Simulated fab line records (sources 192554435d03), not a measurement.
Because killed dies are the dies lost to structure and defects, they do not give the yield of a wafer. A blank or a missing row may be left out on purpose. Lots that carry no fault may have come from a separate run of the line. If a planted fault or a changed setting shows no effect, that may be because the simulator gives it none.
Split-lot trial + flow n5Finfet + route with 1938 steps; 7 lots, 21 wafers read

== SPLIT DETAILS ==
At N5_PASSIVATION_ETCH_54 (etches SiO2 in CHF3/O2, target depth 880 nm, time 440 s), the setting biasW was moved away from the recipe's 170 W on 7 of the 21 wafers read, by -8.5% to +14.9%. The other wafers ran this setting at the recipe's value.

The reading is taken at the split's own step.

== THE READING ==
rfVppV, in V, at N5_PASSIVATION_ETCH_54 (etches SiO2 in CHF3/O2, target depth 880 nm, time 440 s). Fault-free wafers of this fab line usually give 521 V, standard deviation 4.5 V.

| wafer  | tool, chamber at the split | biasW as run, W | against the recipe | rfVppV, V | against lot-mates on the recipe |
|--------|----------------------------|-----------------|--------------------|-----------|---------------------------------|
| L074.2 | rieDiel-05, 2              | 183             | +7.6%              | 548       | no lot-mate on the recipe       |
| L074.4 | rieDiel-05, 1              | 183             | +7.6%              | 549       | no lot-mate on the recipe       |
| L074.5 | rieDiel-05, 3              | 183             | +7.6%              | 551       | no lot-mate on the recipe       |
| L075.1 | rieDiel-05, 3              | 170             | recipe             | 518       | -                               |
| L075.2 | rieDiel-05, 1              | 170             | recipe             | 517       | -                               |
| L075.5 | rieDiel-05, 3              | 170             | recipe             | 518       | -                               |
| L079.1 | rieDiel-05, 0              | 192.2           | +13.1%             | 575       | +58                             |
| L079.2 | rieDiel-05, 2              | 170             | recipe             | 516       | -                               |
| L079.4 | rieDiel-05, 1              | 170             | recipe             | 519       | -                               |
| L088.1 | rieDiel-05, 0              | 170             | recipe             | 522       | -                               |
| L088.2 | rieDiel-05, 1              | 170             | recipe             | 518       | -                               |
| L088.6 | rieDiel-05, 0              | 159.8           | -6.0%              | 495       | -25                             |
| L091.1 | rieDiel-03, 3              | 170             | recipe             | 520       | -                               |
| L091.5 | rieDiel-03, 2              | 170             | recipe             | 524       | -                               |
| L091.6 | rieDiel-03, 3              | 195.3           | +14.9%             | 579       | +57                             |
| L093.2 | rieDiel-03, 2              | 170             | recipe             | 523       | -                               |
| L093.3 | rieDiel-03, 3              | 170             | recipe             | 518       | -                               |
| L093.5 | rieDiel-03, 0              | 170             | recipe             | 514       | -                               |
| L094.1 | rieDiel-03, 1              | 155.6           | -8.5%              | 487       | -36                             |
| L094.2 | rieDiel-03, 2              | 170             | recipe             | 522       | -                               |
| L094.5 | rieDiel-03, 2              | 170             | recipe             | 524       | -                               |

FIT RESULTS
A straight line over all 21 wafers: rfVppV changes by +4.02 V for each +1% of biasW; r = +0.99; the points scatter about the line by 2.7 V.
The same after taking each lot's own level away (the mean of its wafers on the recipe; 18 wafers): +4.11 V for each +1%; r = +0.99; scatter 2.5 V.
That fit puts the effect of the largest move of biasW on the reading at 61 V.
Across the lots, their own levels run from 517.5 to 523.0 V, a range of 1.2 times the standard deviation given above.
So the lot-to-lot level changes the slope little: the two slopes agree.
Check: +64.7 V against its lot-mates is what the line predicts for one of the wafers moved furthest among these (+14.9%) when that wafer is left out of the fit. It came out at +57 V against them.
Tool readings at the split's step, against how far the setting was moved: rfVppV r = +0.99.

== OTHER SPLITS ON THESE WAFERS ==
Other splits were also applied to these wafers ahead of the reading. Each is held against what the fit with the lots' levels taken away leaves over:
| other split on the same wafers           | wafers away from the commonest value | r with rfVppV (lot level and that fit taken away) |
|------------------------------------------|--------------------------------------|---------------------------------------------------|
| N5_MIM_TOP_SPUTTER_03 timeS              | 9                                    | +0.03                                             |
| N5_MIM_TOP_LITHO_DEVELOP_07 developTimeS | 6                                    | +0.05                                             |

== FILE'S OWN FIT ==
rfVppV changes by +4.11 V for each +1% of biasW, r = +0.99.
